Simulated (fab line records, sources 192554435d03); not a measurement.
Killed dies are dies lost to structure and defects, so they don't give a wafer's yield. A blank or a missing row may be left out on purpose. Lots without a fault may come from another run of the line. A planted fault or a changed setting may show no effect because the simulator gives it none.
Chamber matching | flow n5_finfet | N5_BEOL_M1_ETCH_70 on rie_diel-01: 4 sister chambers
The step etches SOC in N2/H2, target depth 80 nm, overetch 16 nm, time 120 s. 16 wafers are shown with their chamber, then 8 later ones without.

WAFERS WITH THEIR CHAMBER
wafer  | chamber | showerhead_plenum_p_Torr (Torr) | rf_vpp_V (V) | throttle_valve_pct (%)
L076.1 | 1       | 2.59                            | 525.0        | 18.07
L076.4 | 2       | 2.65                            | 527.0        | 17.95
L076.6 | 1       | 2.59                            | 525.0        | 18.08
L079.1 | 2       | 2.65                            | 526.4        | 17.97
L079.4 | 0       | 2.53                            | 521.5        | 18.10
L079.6 | 1       | 2.58                            | 524.9        | 18.08
L082.2 | 0       | 2.53                            | 522.2        | 18.11
L082.3 | 3       | 2.58                            | 524.3        | 18.45
L082.6 | 1       | 2.58                            | 525.5        | 18.10
L086.2 | 2       | 2.64                            | 525.9        | 18.00
L086.4 | 1       | 2.58                            | 526.1        | 17.63
L086.6 | 1       | 2.58                            | 525.2        | 17.65
L090.2 | 1       | 2.58                            | 526.0        | 17.66
L090.3 | 0       | 2.52                            | 522.9        | 18.13
L090.5 | 1       | 2.58                            | 525.6        | 17.65
L093.1 | 0       | 2.52                            | 523.4        | 18.15

SIGNATURES (means of the wafers above)
reading                  | chamber 0 | chamber 1 | chamber 2 | chamber 3 | scatter within a chamber
showerhead_plenum_p_Torr | 2.5250    | 2.5825    | 2.6467    | 2.5800    | 0.00514
rf_vpp_V                 | 522.500   | 525.413   | 526.433   | 524.300   | 0.59
throttle_valve_pct       | 18.1225   | 17.8650   | 17.9733   | 18.4500   | 0.178
Rule: a wafer's distance from a chamber is the root of the sum, over the readings, of the square of ((its reading less the chamber's mean) divided by the reading's scatter). The wafer belongs to the nearest chamber; if the next one is less than 2 further off, it can't be placed. The scatter: the root of (the sum of the squares of (reading less its chamber's mean) over the shown wafers, divided by (wafers less chambers)).

WAFERS WITHOUT THEIR CHAMBER
wafer  | showerhead_plenum_p_Torr (Torr) | rf_vpp_V (V) | throttle_valve_pct (%)
L093.4 | 2.63                            | 526.1        | 18.03
L093.6 | 2.63                            | 525.5        | 18.03
L094.1 | 2.57                            | 523.7        | 18.49
L094.2 | 2.51                            | 522.2        | 18.17
L094.3 | 2.63                            | 525.6        | 18.05
L096.2 | 2.63                            | 524.1        | 18.03
L096.3 | 2.57                            | 525.6        | 17.67
L096.5 | 2.51                            | 522.2        | 18.17

WHICH CHAMBER EACH WENT THROUGH
wafer  | from the rows above | in truth
L093.4 | 2                   | 2
L093.6 | 2                   | 2
L094.1 | 3                   | 3
L094.2 | 0                   | 0
L094.3 | 2                   | 2
L096.2 | 2                   | 2
L096.3 | 1                   | 1
L096.5 | 0                   | 0
Placed correctly: 8 of 8. Can't be placed from these rows: 0. Placed wrongly: 0.
